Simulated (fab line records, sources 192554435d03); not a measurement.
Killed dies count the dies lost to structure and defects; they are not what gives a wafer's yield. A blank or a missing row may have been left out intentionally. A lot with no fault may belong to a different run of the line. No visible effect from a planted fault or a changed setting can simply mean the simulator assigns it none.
Chamber matching    flow n5_finfet    pecvd-03 running N5_BEOL_M7_PECVD_70: 3 sister chambers
The step deposits SiO2 from TEOS/O2, target thk 20 nm, time 22.7 s. 5 wafers are shown with their chamber, then 8 later ones without.

## WAFERS, EACH WITH ITS CHAMBER
wafer   chamber  throttle_valve_pct (%)  showerhead_plenum_p_Torr (Torr)
L084.2  2        21.2                    8.82
L084.6  0        22.6                    8.78
L089.5  2        21.2                    8.81
L089.6  1        25.0                    8.70
L091.4  1        25.3                    8.72

## WAFERS MISSING THEIR CHAMBER
wafer   throttle_valve_pct (%)  showerhead_plenum_p_Torr (Torr)
L091.5  22.4                    8.78
L091.6  21.4                    8.80
L096.3  22.6                    8.77
L096.5  24.9                    8.71
L096.6  21.4                    8.83
L097.1  22.9                    8.77
L097.2  21.5                    8.83
L097.6  21.5                    8.79

## EACH ONE'S CHAMBER
wafer   from the rows above  in truth
L091.5  0                    0
L091.6  2                    2
L096.3  0                    0
L096.5  1                    1
L096.6  2                    2
L097.1  0                    0
L097.2  2                    2
L097.6  2                    2
8 of 8 placed correctly. Not placeable from these rows: 0. Number placed wrongly: 0.
How it was worked out, from the rows above alone: a wafer's distance from a chamber is the root of the sum, over the readings, of the square of ((its reading less the chamber's mean) divided by the reading's scatter). The wafer belongs to the nearest chamber; if the next one is less than 2 further off, it can't be placed. The mean given for a chamber averages the wafers shown for that chamber. How the scatter is found: for the shown wafers, subtract from each reading the mean of its chamber, square and add these, divide the total by (wafers less chambers), then take the root.
